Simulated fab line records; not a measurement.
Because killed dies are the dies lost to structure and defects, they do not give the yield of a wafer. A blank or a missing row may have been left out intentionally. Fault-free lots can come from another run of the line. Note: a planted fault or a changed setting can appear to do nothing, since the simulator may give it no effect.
Chamber matching / flow n5 finfet / N5_BEOL_M11_DEP_56 on pecvd-03 has 3 sister chambers
The step deposits SiCN from 3MS/NH3, target thk 30 nm, time 10.5 s. 3 wafers are shown with their chamber, then 9 later ones without.

WAFERS PAIRED WITH THEIR CHAMBERS
wafer=L093.3; chamber=1; throttle valve pct (%)=17.2
wafer=L095.2; chamber=0; throttle valve pct (%)=17.8
wafer=L095.5; chamber=2; throttle valve pct (%)=17.1

WAFERS WHOSE CHAMBER IS MISSING
wafer=L094.1; throttle valve pct (%)=17.6
wafer=L094.5; throttle valve pct (%)=16.8
wafer=L094.6; throttle valve pct (%)=17.5
wafer=L096.1; throttle valve pct (%)=17.5
wafer=L096.2; throttle valve pct (%)=17.4
wafer=L096.5; throttle valve pct (%)=16.8
wafer=L097.2; throttle valve pct (%)=17.5
wafer=L097.3; throttle valve pct (%)=17.7
wafer=L097.6; throttle valve pct (%)=17.9

WHICH CHAMBER EACH WENT THROUGH
wafer=L094.1; from the rows above=can't be placed: 0 or 1 or 2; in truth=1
wafer=L094.5; from the rows above=can't be placed: 2 or 1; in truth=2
wafer=L094.6; from the rows above=can't be placed: 0 or 1 or 2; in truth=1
wafer=L096.1; from the rows above=can't be placed: 0 or 1 or 2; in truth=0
wafer=L096.2; from the rows above=can't be placed: 1 or 2 or 0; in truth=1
wafer=L096.5; from the rows above=can't be placed: 2 or 1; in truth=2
wafer=L097.2; from the rows above=can't be placed: 0 or 1 or 2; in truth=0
wafer=L097.3; from the rows above=can't be placed: 0 or 1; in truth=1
wafer=L097.6; from the rows above=0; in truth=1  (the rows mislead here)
Placed correctly: 0 of 9. These rows do not allow placing 8 (true chamber among the candidates in 8). Wrongly placed: 1.
How it was worked out, from the rows above alone: a wafer's distance from a chamber is the root of the sum, over the readings, of the square of ((its reading less the chamber's mean) divided by the reading's scatter). If the next closest chamber is less than 2 further off than the closest, the wafer can't be placed; otherwise it belongs to the closest. The mean given for a chamber averages the wafers shown for that chamber. The scatter (one wafer shown for each chamber): square how far every hidden wafer sits from the nearest shown wafer, average those squares and take the square root.
